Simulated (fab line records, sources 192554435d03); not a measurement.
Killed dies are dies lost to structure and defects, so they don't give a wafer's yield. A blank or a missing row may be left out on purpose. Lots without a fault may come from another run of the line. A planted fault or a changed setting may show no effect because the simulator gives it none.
Split-lot experiment | flow n5_finfet | 7 lots, 39 wafers read, on a route of 1938 steps

THE SPLIT
At N5_PASSIVATION_ETCH_54 (etches SiO2 in CHF3/O2, target depth 880 nm, time 440 s), the setting time_s was moved away from the recipe's 440 s on 15 of the 39 wafers read, by -26.0% to +43.1%. The other wafers ran this setting at the recipe's value.

The reading is taken at the split's own step.

THE READING
PASSIVATION.feature_depth_nm (the simulator's own value, which no gauge read), in nm, at N5_PASSIVATION_ETCH_54 (etches SiO2 in CHF3/O2, target depth 880 nm, time 440 s). The file gives no usual value for it. The 24 wafers here that ran the recipe average 876.8 nm, standard deviation 15 nm.

wafer  | tool, chamber at the split | time_s as run, s | against the recipe | PASSIVATION.feature_depth_nm, nm | against lot-mates on the recipe
L074.1 | rie_diel-05, 1             | 440              | recipe             | 911.8                            | -
L074.2 | rie_diel-05, 0             | 440              | recipe             | 874.2                            | -
L074.3 | rie_diel-05, 3             | 325.7            | -26.0%             | 648                              | -239.1
L074.4 | rie_diel-05, 2             | 325.7            | -26.0%             | 648.2                            | -238.9
L074.5 | rie_diel-05, 3             | 440              | recipe             | 875.2                            | -
L074.6 | rie_diel-05, 2             | 325.7            | -26.0%             | 647.2                            | -239.9
L082.1 | rie_diel-05, 2             | 440              | recipe             | 868.4                            | -
L082.2 | rie_diel-05, 0             | 440              | recipe             | 869                              | -
L082.4 | rie_diel-05, 2             | 440              | recipe             | 866.4                            | -
L085.1 | rie_diel-05, 1             | 440              | recipe             | 900.2                            | -
L085.2 | rie_diel-05, 0             | 335              | -23.9%             | 663                              | -229.5
L085.3 | rie_diel-05, 3             | 335              | -23.9%             | 676                              | -216.5
L085.4 | rie_diel-05, 0             | 440              | recipe             | 871.2                            | -
L085.5 | rie_diel-05, 3             | 335              | -23.9%             | 678.4                            | -214.1
L085.6 | rie_diel-05, 1             | 440              | recipe             | 906                              | -
L086.1 | rie_diel-04, 3             | 440              | recipe             | 874                              | -
L086.2 | rie_diel-04, 1             | 440              | recipe             | 877                              | -
L086.3 | rie_diel-04, 2             | 440              | recipe             | 880                              | -
L086.4 | rie_diel-04, 0             | 629.7            | +43.1%             | 1250                             | +373.0
L086.5 | rie_diel-04, 1             | 629.7            | +43.1%             | 1247                             | +370.0
L086.6 | rie_diel-04, 2             | 629.7            | +43.1%             | 1265                             | +388.0
L087.1 | rie_diel-04, 3             | 440              | recipe             | 875.4                            | -
L087.2 | rie_diel-04, 2             | 533.1            | +21.2%             | 1069                             | +195.9
L087.3 | rie_diel-04, 0             | 440              | recipe             | 872                              | -
L087.4 | rie_diel-04, 1             | 533.1            | +21.2%             | 1068                             | +194.9
L087.5 | rie_diel-04, 0             | 440              | recipe             | 872                              | -
L087.6 | rie_diel-04, 1             | 533.1            | +21.2%             | 1058                             | +184.9
L093.1 | rie_diel-02, 1             | 440              | recipe             | 882.6                            | -
L093.2 | rie_diel-02, 0             | 553.5            | +25.8%             | 1077                             | +215.2
L093.3 | rie_diel-02, 3             | 440              | recipe             | 851.4                            | -
L093.4 | rie_diel-02, 2             | 553.5            | +25.8%             | 1080                             | +218.2
L093.5 | rie_diel-02, 3             | 553.5            | +25.8%             | 1073                             | +211.2
L093.6 | rie_diel-02, 0             | 440              | recipe             | 851.4                            | -
L096.1 | rie_diel-05, 1             | 440              | recipe             | 892.8                            | -
L096.2 | rie_diel-05, 2             | 440              | recipe             | 875.8                            | -
L096.3 | rie_diel-05, 0             | 440              | recipe             | 862.6                            | -
L096.4 | rie_diel-05, 3             | 440              | recipe             | 885                              | -
L096.5 | rie_diel-05, 1             | 440              | recipe             | 891                              | -
L096.6 | rie_diel-05, 0             | 440              | recipe             | 858.8                            | -

THE FIT
A straight line over all 39 wafers: PASSIVATION.feature_depth_nm changes by +8.6 nm for each +1% of time_s; r = +1.00; the points scatter about the line by 14 nm.
The same after taking each lot's own level away (the mean of its wafers on the recipe; 39 wafers): +8.88 nm for each +1%; r = +1.00; scatter 11 nm.
On that fit, the largest move of time_s shifts the reading by 3.8e+02 nm.
The lots' own levels span 861.80 to 892.47 nm, that is 2.1 times the standard deviation above.
So the lot-to-lot level changes the slope little: the two slopes agree.
Check: with one of the wafers moved furthest among these (+43.1%) left out of the fit, the line predicts +381 nm for it against its lot-mates. It came out at +373 nm against them.

OTHER SPLITS ON THESE WAFERS
These wafers also went through other splits before the reading. Each is held against what the fit with the lots' levels taken away leaves over:
other split on the same wafers           | wafers away from the commonest value | r with PASSIVATION.feature_depth_nm (lot level and that fit taken away)
N5_PMOS_HMC_CHANNEL_EPI_DESCUM_14 time_s | 15                                   | +0.25
N5_DUMMY_GATE_PECVD_30 time_s            | 18                                   | +0.05
N5_SD_EPI_N_ETCH_45 target_depth_a       | 15                                   | +0.04
N5_HKMG_FIN_NWFM_ALD_20 ald_cycles       | 15                                   | +0.02
N5_MOL_CONTACT_COAG_CVD_140 target_thk_a | 18                                   | +0.23
N5_BEOL_M4_DESCUM_16 time_s              | 18                                   | +0.25
N5_BEOL_M9_ETCH_62 time_s                | 12                                   | +0.00
N5_BEOL_M11_ETCH_66 time_s               | 15                                   | -0.08
N5_BEOL_M14_ETCH_68 target_depth_a       | 18                                   | -0.30

THE WHOLE CHAIN: every reading that the file lists as answering this split, in the file's order
step                   | what it does                                            | reading                                                                       | change (the file's fit)              | r (the file's)
N5_PASSIVATION_ETCH_54 | etches SiO2 in CHF3/O2, target depth 880 nm, time 440 s | etch.depth_nm (the simulator's own value, which no gauge read)                | +8.85 nm for each +1% of the setting | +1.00
N5_PASSIVATION_ETCH_54 | etches SiO2 in CHF3/O2, target depth 880 nm, time 440 s | PASSIVATION.feature_depth_nm (the simulator's own value, which no gauge read) | +8.85 nm for each +1% of the setting | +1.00

THE FILE'S OWN FIT
PASSIVATION.feature_depth_nm changes by +8.85 nm for each +1% of time_s, r = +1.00.
